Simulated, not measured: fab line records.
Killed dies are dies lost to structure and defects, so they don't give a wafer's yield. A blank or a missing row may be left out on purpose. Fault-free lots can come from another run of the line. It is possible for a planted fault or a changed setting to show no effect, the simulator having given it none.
fab line records	flow n5-finfet
record lots=9	wafers=25	last-day=17
route steps=1938 shown BEOL_M0_SAQP@654 BEOL_M4@1111 PASSIVATION@1936
lots that met no fault: from a run of the same line without faults
start-h: hours from the record's first day to the start of the lot's first wafer shown	wait-h: time in hours since the lot's previous step	" the same as in the row above	L1.1+2: a single row standing in for several wafers	- value missing, or start not given	* or withheld: withheld	< > ~ a bound
route shown NAME@n: a module of which the file shows steps, and the number in the route of the first	usual: mean/standard deviation of fault-free wafers	same: alike in all rows	chamber/n: place in a boat	sites: the reading at each site	_std_site: their standard deviation	_edge_site: inner sites' mean taken away from outer sites' mean	radius-mm: for every site, how far away it sits from the centre of the wafer	mask NAME#n: copy n	behind: tool/chamber where the wafer was last shaped	hold: the reason the lot was held/the length of the hold in hours/how it ended	device: which transistor (n, p or np) failed to switch	end of line: the route-end tests of the same wafers	where a step has no rows: the recipe by itself	killed: dies that structure and defects cost at the first sort, which is not the same as the wafer's yield	map: a wafer's dies, x killed, . not, _ none there
set.NAME: the setting as run; set.NAME@STEP: as run at that earlier step	model.NAME: the simulator's own value behind a step, which no gauge read
steps of the route over a sample of lots; a table a step, a row a wafer
services: from which hour (start-h, from the record's first day; less than 0 if before it) a tool's chamber was out of use, for how many hours, and why
## steps
# step N5_BEOL_M0_SAQP_ETCH_84
# recipe chemistry=N2/H2	target=SOC	target-depth-a=1000	overetch-a=200	mask-material=SiARC	temp-c=40	time-s=150	ion-energy-ev=200	pressure-mtorr=30	source-w=840	bias-w=150	n2-flow-sccm=200	h2-flow-sccm=200
# usual drypump-motor-current-A=5.6/0.55	oes-product-au=0.68/0.074	rf-vpp-V=523.3/2.7	showerhead-plenum-p-Torr=2.52/0.092	throttle-valve-pct=17.8/0.32
lot.wafer	tool	chamber	start-h	wait-h	drypump-motor-current-A	oes-product-au	rf-hours-counter-h	rf-vpp-V	showerhead-plenum-p-Torr	throttle-valve-pct
L663.2	rie-diel-03	0	120.37	0.0	5.7	0.63	223	522.2	2.50	18.0
L663.3	"	1	"	"	4.9	0.80	23	526.7	2.71	18.1
L663.4	"	2	"	"	6.6	0.70	135	528.4	2.63	17.6
L665.2	rie-diel-04	0	126.60	0.0	5.1	0.64	191	521.0	2.42	17.7
L665.4	"	3	"	"	6.1	0.70	109	521.8	2.45	17.7
L665.5	"	3	"	"	6.1	0.70	-	522.6	2.45	17.7
L666.1	rie-diel-05	2	138.05	0.0	5.7	0.60	224	526.4	2.61	17.4
L666.2	"	1	"	"	5.8	0.63	224	519.6	2.42	18.0
L666.4	"	3	"	"	5.0	0.62	237	521.7	2.50	17.5
L669.2	rie-diel-05	0	152.12	0.0	5.5	0.80	34	525.9	2.57	17.1
L669.3	"	3	"	"	5.0	0.62	241	523.0	2.50	17.5
L669.5	"	3	"	"	5.0	0.62	-	523.1	2.50	17.5
L672.1	rie-diel-03	2	174.15	0.0	6.6	0.69	153	525.8	2.63	17.6
L672.2	"	1	"	"	4.9	0.78	42	528.2	2.70	18.1
L672.4	"	1	"	"	4.9	0.77	-	527.4	2.70	18.1
L674.1	rie-diel-04	3	184.13	0.0	6.1	0.69	128	522.2	2.44	17.8
L674.3	"	2	"	"	6.3	0.63	219	522.1	2.52	18.2
L674.4	"	2	"	"	6.3	0.63	-	522.1	2.52	18.2
L681.2	rie-diel-05	2	226.47	0.0	5.7	0.59	254	526.1	2.60	17.4
L681.4	"	0	"	"	5.5	0.77	-	524.7	2.56	17.2
L681.6	"	3	"	"	5.0	0.86	-	521.9	2.49	17.1
L684.2	rie-diel-04	1	239.37	0.0	5.0	0.63	184	520.7	2.42	17.9
L685.1	rie-diel-04	1	243.48	0.0	5.0	0.64	185	520.1	2.42	17.9
L685.3	"	0	"	"	5.1	0.62	228	520.8	2.40	17.8
L685.5	"	2	"	"	6.3	0.62	-	523.3	2.51	18.3
# step N5_BEOL_M0_SAQP_SPACER1_ALD_98
# recipe material=SiO2	target-thk-a=128	temp-c=300	ald-precursor-family=BDEAS	ald-co-reactant=O2-plasma	pulse-time-s=1	purge-time-s=2	co-reactant-purge-time-s=2	ald-cycles=138	pressure-torr=2
# usual ald-cycles=138/0	heater-power-w=456/39	precursor-pulse-height-rel=1.000/0.02
# same pulse-time-s=1
lot.wafer	tool	chamber	start-h	wait-h	ald-cycles	heater-power-w	precursor-pulse-height-rel
L663.2	ald-sin-02	0	121.18	0.3	138	433	0.991
L663.3	"	2	"	"	138	474	0.974
L663.4	"	1	"	"	138	473	0.967
L665.2	ald-sin-02	0	127.58	0.3	138	444	0.999
L665.4	"	3	"	"	138	408	0.965
L665.5	"	1	"	"	138	479	0.994
L666.1	ald-sin-04	3	138.85	0.3	138	434	1.012
L666.2	"	1	"	"	138	502	0.997
L666.4	"	0	"	"	138	532	1.001
L669.2	ald-sin-03	2	152.97	0.3	138	443	0.962
L669.3	"	3	"	"	138	466	0.969
L669.5	"	3	"	"	138	461	1.003
L672.1	ald-sin-04	2	175.89	1.2	138	431	0.985
L672.2	"	3	"	"	138	448	0.983
L672.4	"	0	"	"	138	524	1.039
L674.1	ald-sin-03	2	185.26	0.4	138	439	1.026
L674.3	"	3	"	"	138	476	0.992
L674.4	"	1	"	"	138	400	1.023
L681.2	ald-sin-03	1	227.27	0.3	198	398	1.022
L681.4	"	2	"	"	138	447	1.008
L681.6	"	2	"	"	198	439	1.009
L684.2	ald-sin-03	1	240.46	0.3	198	390	1.028
L685.1	ald-sin-02	1	244.31	0.3	138	502	0.977
L685.3	"	3	"	"	138	416	0.968
L685.5	"	3	"	"	138	405	1.004
# step N5_BEOL_M0_SAQP_MANDREL1_REMOVE_100
# recipe chemistry=HBr/Cl2/O2	bt-time-s=10	target=a-Si	stop-on=SiNx	endpoint=OES-SiCl	over-etch-frac=0.85	icp-w=600	bias-w=30	HBr_flow_sccm=150	Cl2_flow_sccm=80	O2_flow_sccm=5	pressure-mtorr=10
# usual drypump-motor-current-A=5.9/0.4	oes-product-au=1.001/0.016	throttle-valve-pct=36.6/0.41
# same over-etch-frac=0.85
lot.wafer	tool	chamber	start-h	wait-h	drypump-motor-current-A	oes-product-au	rf-hours-counter-h	throttle-valve-pct
L663.2	rie-si-05	0	121.74	0.1	5.8	1.006	23	36.5
L663.3	"	3	"	"	5.7	0.987	186	36.5
L663.4	"	1	"	"	5.9	1.004	9	36.1
L665.2	rie-si-05	1	128.18	0.1	5.9	1.020	9	36.1
L665.4	"	3	"	"	5.7	0.989	186	36.5
L665.5	"	3	"	"	5.7	0.986	-	36.5
L666.1	rie-si-05	3	139.41	0.1	5.7	0.998	186	36.5
L666.2	"	1	"	"	5.8	1.020	9	36.1
L666.4	"	2	"	"	6.4	0.996	169	37.4
L669.2	rie-si-01	1	153.72	0.1	5.2	1.008	182	36.9
L669.3	"	2	"	"	5.5	0.971	57	36.1
L669.5	"	0	"	"	6.8	0.999	-	36.8
L672.1	rie-si-06	0	176.55	0.1	6.1	1.014	77	36.2
L672.2	"	1	"	"	6.1	1.009	18	37.0
L672.4	"	3	"	"	5.3	0.987	6	36.6
L674.1	rie-si-05	1	185.96	0.1	5.9	1.023	10	36.1
L674.3	"	2	"	"	6.4	0.994	170	37.4
L674.4	"	0	"	"	5.8	1.008	24	36.5
L681.2	rie-si-05	1	227.84	0.1	5.9	1.030	11	36.1
L681.4	"	0	"	"	5.8	1.007	-	36.5
L681.6	"	1	"	"	5.9	1.027	-	36.1
L684.2	rie-si-05	0	241.02	0.1	5.8	1.013	25	36.5
L685.1	rie-si-01	2	244.87	0.1	5.5	0.981	59	36.1
L685.3	"	1	"	"	5.2	1.002	183	36.9
L685.5	"	0	"	"	6.7	1.013	-	36.8
# step N5_BEOL_M0_SAQP_CD_MEAS_25
# recipe target-cd-nm=13.1	landing-energy-ev=1000	detector=se-inlens
# usual cd-nm=12.79/0.23
lot.wafer	tool	chamber	start-h	wait-h	cd-nm
L663.2	cd-sem-01	0	121.85	0.1	13.14
L663.3	"	0	"	"	12.85
L663.4	"	0	"	"	12.90
L665.2	cd-sem-02	0	128.29	0.1	12.61
L665.4	"	0	"	"	12.87
L665.5	"	0	"	"	12.60
L666.1	cd-sem-01	0	139.52	0.1	13.26
L666.2	"	0	"	"	12.88
L666.4	"	0	"	"	12.73
L669.2	cd-sem-02	0	153.83	0.1	12.46
L669.3	"	0	"	"	12.77
L669.5	"	0	"	"	12.85
L672.1	cd-sem-02	0	176.67	0.1	12.86
L672.2	"	0	"	"	12.75
L672.4	"	0	"	"	12.74
L674.1	cd-sem-01	0	186.06	0.1	12.90
L674.3	"	0	"	"	12.41
L674.4	"	0	"	"	13.04
L681.2	cd-sem-01	0	227.95	0.1	18.56
L681.4	"	0	"	"	12.57
L681.6	"	0	"	"	18.41
L684.2	cd-sem-03	0	241.13	0.1	18.23
L685.1	cd-sem-03	0	244.98	0.1	12.83
L685.3	"	0	"	"	12.92
L685.5	"	0	"	"	12.72
# step N5_BEOL_M0_SAQP_ETCH_106
# recipe chemistry=N2/H2	target=SOC	target-depth-a=1500	stop-on=SiNx	ion-energy-ev=100	bias-w=61	pressure-mtorr=30	source-w=850	n2-flow-sccm=200	h2-flow-sccm=200
# usual drypump-motor-current-A=5.6/0.5	oes-product-au=0.76/0.094	rf-vpp-V=240.4/1.4	showerhead-plenum-p-Torr=2.51/0.085	throttle-valve-pct=17.7/0.37
lot.wafer	tool	chamber	start-h	wait-h	drypump-motor-current-A	oes-product-au	rf-hours-counter-h	rf-vpp-V	showerhead-plenum-p-Torr	throttle-valve-pct
L663.2	rie-diel-03	2	122.75	-	6.6	0.78	136	242.2	2.63	17.6
L663.3	"	1	"	"	4.9	0.89	24	241.7	2.71	18.1
L663.4	"	0	"	"	5.7	0.70	224	242.5	2.50	18.0
L665.2	rie-diel-03	0	129.01	-	5.6	0.69	226	240.1	2.50	18.0
L665.4	"	3	"	"	5.5	0.69	240	240.5	2.50	18.2
L665.5	"	1	"	"	4.9	0.88	-	243.6	2.71	18.1
L666.1	rie-diel-04	1	140.23	-	5.0	0.73	156	239.3	2.43	17.8
L666.2	"	3	"	"	6.0	0.78	114	239.0	2.45	17.7
L666.4	"	0	"	"	5.1	0.72	196	238.0	2.42	17.7
L669.2	rie-diel-04	2	154.62	-	6.3	0.70	211	240.5	2.52	18.2
L669.3	"	0	"	"	5.1	0.71	200	239.5	2.41	17.7
L669.5	"	2	"	"	6.3	0.70	-	240.9	2.52	18.2
L672.1	rie-diel-04	3	177.61	-	6.1	0.77	125	238.7	2.45	17.8
L672.2	"	1	"	"	5.0	0.72	167	238.8	2.42	17.8
L672.4	"	2	"	"	6.3	0.70	217	240.6	2.52	18.2
L674.1	rie-diel-05	1	186.88	-	5.8	0.67	241	240.1	2.42	18.0
L674.3	"	0	"	"	5.5	0.88	47	240.0	2.57	17.1
L674.4	"	2	"	"	5.7	0.66	-	241.4	2.60	17.4
L681.2	rie-diel-05	3	228.76	-	5.0	0.96	8	242.5	2.49	17.1
L681.4	"	0	"	"	5.5	0.85	-	242.5	2.56	17.1
L681.6	"	2	"	"	5.7	0.65	-	242.1	2.59	17.4
L684.2	rie-diel-05	0	241.87	-	5.5	0.85	66	241.1	2.56	17.1
L685.1	rie-diel-05	0	245.73	-	5.6	0.84	68	241.6	2.56	17.1
L685.3	"	1	"	"	5.8	0.97	1	241.6	2.73	17.6
L685.5	"	0	"	"	5.5	0.85	-	240.5	2.56	17.1
# step N5_BEOL_M4_RC_MEAS_101
# usual DIBL_N=36.1/1.5	DIBL_P=36.1/1.9	IOFF_N=0.159/0.029	IOFF_P=0.21/0.038	ION_N=675/11	ION_P=464/8.1	SS_N=71.5/0.57	SS_P=73.3/0.64	VT_N=249/3.1	VT_P=-250/3.8
lot.wafer	tool	chamber	start-h	wait-h	DIBL_N[mV/V]	DIBL_P[mV/V]	IOFF_N[nA/um]	IOFF_P[nA/um]	ION_N[uA/um]	ION_P[uA/um]	SS_N[mV/dec]	SS_P[mV/dec]	VT_N[mV]	VT_P[mV]
L663.2	prober-01	0	174.34	0.2	36.9	35.9	0.156	0.20	667	456	71.5	72.8	250	-250
L663.3	"	0	"	"	36.2	35.2	0.148	0.19	675	457	71.4	73.0	251	-252
L663.4	"	0	"	"	36.3	34.8	0.152	0.18	658	453	71.5	72.6	253	-252
L665.2	prober-01	0	177.54	0.2	37.8	37.3	0.161	0.24	666	464	71.8	73.8	249	-246
L665.4	"	0	"	"	35.9	34.2	0.137	0.19	672	462	72.3	72.5	250	-249
L665.5	"	0	"	"	36.7	36.4	0.148	0.22	654	454	71.5	73.3	253	-247
L666.1	prober-02	0	192.89	0.1	34.6	34.7	0.141	0.19	683	467	70.9	72.6	250	-252
L666.2	"	0	"	"	36.3	36.2	0.157	0.21	676	466	72.1	73.3	249	-250
L666.4	"	0	"	"	35.7	35.8	0.162	0.21	677	469	71.3	72.5	249	-249
L669.2	prober-01	0	201.29	0.2	41.1	40.4	0.279	0.29	694	470	72.1	74.6	245	-248
L669.3	"	0	"	"	36.9	36.6	0.175	0.21	679	460	71.8	73.2	249	-252
L669.5	"	0	"	"	38.0	37.7	0.186	0.23	684	465	72.0	74.4	247	-251
L672.1	prober-01	0	221.25	0.0	38.4	39.8	0.223	0.27	690	473	71.5	73.7	245	-246
L672.2	"	0	"	"	35.0	35.6	0.157	0.22	676	471	71.9	73.3	247	-249
L672.4	"	0	"	"	34.1	34.0	0.149	0.19	677	467	71.1	72.8	247	-251
L674.1	prober-01	0	245.48	0.0	33.0	32.4	0.104	0.15	660	446	70.9	72.5	255	-254
L674.3	"	0	"	"	36.2	35.5	0.145	0.18	664	456	71.4	73.0	252	-253
L674.4	"	0	"	"	33.8	33.0	0.109	0.15	668	453	71.1	72.2	256	-254
L681.4	prober-01	0	277.16	0.5	36.9	39.2	0.187	0.23	673	463	72.0	74.5	249	-252
L685.1	prober-01	0	321.45	0.0	36.2	36.8	0.181	0.23	684	469	71.1	73.3	247	-247
L685.3	"	0	"	"	36.6	36.4	0.180	0.23	680	468	70.9	72.5	246	-248
L685.5	"	0	"	"	34.8	36.0	0.168	0.23	686	473	71.5	73.6	244	-247
# step N5_PASSIVATION_PROBE_49
# usual defect-limited-yield=91.5/1.6	killed_at_M0_to_M3=33/10	killed_at_M4_up=13/5.6	killed-at-contacts=13/6	killed-at-front-end=39/12	killed-at-other=3.0/2.8	killed-dies=101/19	killed-on-rim=13/4	killed-open=65/13	killed-short=32/8.3	sort_bin_4_leakage=0.00/0.0072	sort_bin_5_function=5.0/1	sort_bin_6_memory=3.1/0.69	sort-n-pass=1079/19	sort-yield-pct=91.5/1.6
# same gross-dies=1180	killed-at-back-side=0	sort_bin_8_speed[%]=0
lot.wafer	tool	chamber	start-h	wait-h	defect-limited-yield[%]	killed_at_M0_to_M3	killed_at_M4_up	killed-at-contacts	killed-at-front-end	killed-at-other	killed-dies	killed-on-rim	killed-open	killed-short	sort_bin_4_leakage[%]	sort_bin_5_function[%]	sort_bin_6_memory[%]	sort-n-pass	sort-yield-pct[%]
L672.1	prober-01	-	327.19	0.0	89.1	37	21	14	54	3	129	17	88	34	0	6.9	3.6	1051	89.1
L674.1	prober-01	-	346.82	0.0	91.7	36	12	4	46	0	98	12	62	35	0	5.3	2.4	1082	91.7
L674.3	prober-01	-	346.92	0.1	91.7	37	10	11	40	0	98	12	58	40	0	4.1	3.7	1082	91.7
L674.4	prober-01	-	346.97	0.2	91.9	40	9	17	28	1	95	10	62	31	0	5.5	2.2	1085	91.9
L681.2	prober-01	-	381.31	0.1	0	1114	9	10	45	2	1180	152	52	39	0	96.7	2.9	0	0
L681.4	prober-01	-	381.41	0.2	92.9	33	12	11	25	3	84	13	48	32	0	3.3	3.4	1096	92.9
L681.6	prober-01	-	381.51	0.3	0	1123	7	12	35	3	1180	152	64	28	0	96.9	2.7	0	0
L684.2	prober-02	-	414.87	0.1	0	1110	14	5	44	7	1180	152	67	32	0	97.4	2.1	0	0
# killed by level:class
L672.1 STI_FIN_REVEAL:geometric-particle:open=17 MOL_CONTACT_COAG:geometric-particle:open=11 FIN_SAQP:geometric-particle:open=10 FIN_SAQP:geometric-particle:short=9 BEOL_M0_SAQP:geometric-particle:short=8 BEOL_M3:geometric-particle:open=8 BEOL_M0_SAQP:geometric-particle:open=6 BEOL_M2:geometric-particle:open=5
L674.1 FIN_SAQP:geometric-particle:open=18 BEOL_M0_SAQP:geometric-particle:open=9 FIN_SAQP:geometric-particle:short=8 BEOL_M2:geometric-particle:open=8 BEOL_M0_SAQP:geometric-particle:short=8 DUMMY_GATE:geometric-particle:open=6 BEOL_M4:geometric-particle:short=5 BEOL_M1:geometric-particle:open=5
L674.3 FIN_SAQP:geometric-particle:short=12 MOL_CONTACT_COAG:geometric-particle:open=10 BEOL_M0_SAQP:geometric-particle:short=9 BEOL_M1:geometric-particle:open=8 FIN_SAQP:geometric-particle:open=7 BEOL_M0_SAQP:geometric-particle:open=7 GATE_CUT:geometric-particle:short=6 BEOL_M2:geometric-particle:open=5
L674.4 MOL_CONTACT_COAG:geometric-particle:open=14 BEOL_M0_SAQP:geometric-particle:short=12 BEOL_M0_SAQP:geometric-particle:open=7 BEOL_M2:geometric-particle:open=7 DUMMY_GATE:geometric-particle:open=6 GATE_CUT:geometric-particle:open=6 BEOL_M3:geometric-particle:open=6 BEOL_M4:geometric-particle:short=4
L681.2 BEOL_M0_SAQP:area-ald=1086 FIN_SAQP:geometric-particle:short=16 MOL_CONTACT_COAG:geometric-particle:open=10 FIN_SAQP:geometric-particle:open=6 STI_FIN_REVEAL:geometric-particle:open=5 ILD0:geometric-particle:short=5 BEOL_M0_SAQP:geometric-particle:open=5 BEOL_M3:geometric-particle:open=5
L681.4 MOL_CONTACT_COAG:geometric-particle:open=8 BEOL_M3:geometric-particle:open=8 BEOL_M0_SAQP:geometric-particle:short=7 BEOL_M1:geometric-particle:open=7 BEOL_M2:geometric-particle:open=6 STARTING-WAFER:geometric-particle:short=6 FIN_SAQP:geometric-particle:open=3 FIN_SAQP:geometric-particle:short=3
L681.6 BEOL_M0_SAQP:area-ald=1085 BEOL_M2:geometric-particle:open=13 MOL_CONTACT_COAG:geometric-particle:open=9 FIN_SAQP:geometric-particle:open=6 FIN_SAQP:geometric-particle:short=6 BEOL_M0_SAQP:geometric-particle:open=6 BEOL_M3:geometric-particle:open=6 STI_FIN_REVEAL:geometric-particle:open=5
L684.2 BEOL_M0_SAQP:area-ald=1080 FIN_SAQP:geometric-particle:short=10 DUMMY_GATE:geometric-particle:open=10 STI_FIN_REVEAL:geometric-particle:open=9 BEOL_M0:geometric-particle:open=5 BEOL_M2:geometric-particle:open=5 BEOL_M4:geometric-particle:open=5 MOL_CONTACT_COAG:geometric-particle:open=4
## services
tool	chamber	start-h	hours	kind
rie-si-06	3	118.00	4.1	repair
ald-sin-04	1	140.15	3.4	repair
rie-si-05	2	142.00	35.5	repair
ald-sin-02	2	142.13	17.0	repair
rie-si-01	1	145.51	2.4	repair
rie-si-06	3	146.01	1.5	repair
rie-si-05	-	149.31	2.8	pm
ald-sin-04	-	176.75	14.0	pm
rie-diel-05	3	180.01	-	clean
rie-diel-05	3	180.01	-	consumable-replace:focus-ring
rie-diel-05	3	180.01	23.3	scheduled-down
rie-diel-05	3	180.01	23.3	vent-cycle
rie-diel-04	1	183.48	4.8	repair
ald-sin-02	3	197.40	3.8	repair
ald-sin-04	3	203.34	4.1	repair
rie-diel-05	1	212.43	-	clean
rie-diel-05	1	212.43	-	consumable-replace:focus-ring
rie-diel-05	1	212.43	-	consumable-replace:showerhead
rie-diel-05	1	212.43	30.8	scheduled-down
rie-diel-05	1	212.43	30.8	vent-cycle
rie-diel-05	2	243.42	-	clean
rie-diel-05	2	243.42	-	consumable-replace:focus-ring
rie-diel-05	2	243.42	18.1	scheduled-down
rie-diel-05	2	243.42	18.1	vent-cycle
## key
first-sign step=N5_BEOL_M0_SAQP_SPACER1_ALD_98	reading=ald-cycles	direction=up	sigmas=99+	usual=*	struck=*
effect step=N5_BEOL_M0_SAQP_CD_MEAS_25	reading=cd-nm	direction=up	sigmas=24	usual=12.79	struck=18.40
effect step=N5_PASSIVATION_PROBE_49	reading=killed_at_M0_to_M3	direction=up	sigmas=99+	usual=33	struck=1116
more-kills-born-at N5_BEOL_M0_SAQP_SPACER1_ALD_98@ald-sin-03=3251
met-at N5_BEOL_M0_SAQP_SPACER1_ALD_98
struck-lots L681,L684
struck-wafers L681.2,L681.6,L684.2
later-rows-left-out L681.2,L681.6,L684.2
not-acting-at N5_BEOL_M0_SAQP_ETCH_84,N5_BEOL_M0_SAQP_MANDREL1_REMOVE_100,N5_BEOL_M0_SAQP_ETCH_106
onset-between 185.26 227.27
earlier-fault kind=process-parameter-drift	tool=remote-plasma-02	chamber=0	onset-h=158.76	steps=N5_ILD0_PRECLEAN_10	channel=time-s	offset=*	shape=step	end-h=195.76	acts-in=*	stated=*
fault kind=process-parameter-drift	tool=ald-sin-03	chamber=-	onset-h=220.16	steps=N5_BEOL_M0_SAQP_SPACER1_ALD_98	channel=ald-cycles	offset=*	shape=step	end-h=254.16	scope=struck-wafers-only	acts-in=*	stated=*
# later-rows-left-out: the simulator's readings of these wafers behind a module that went badly wrong aren't trusted and aren't shown, but for the sort
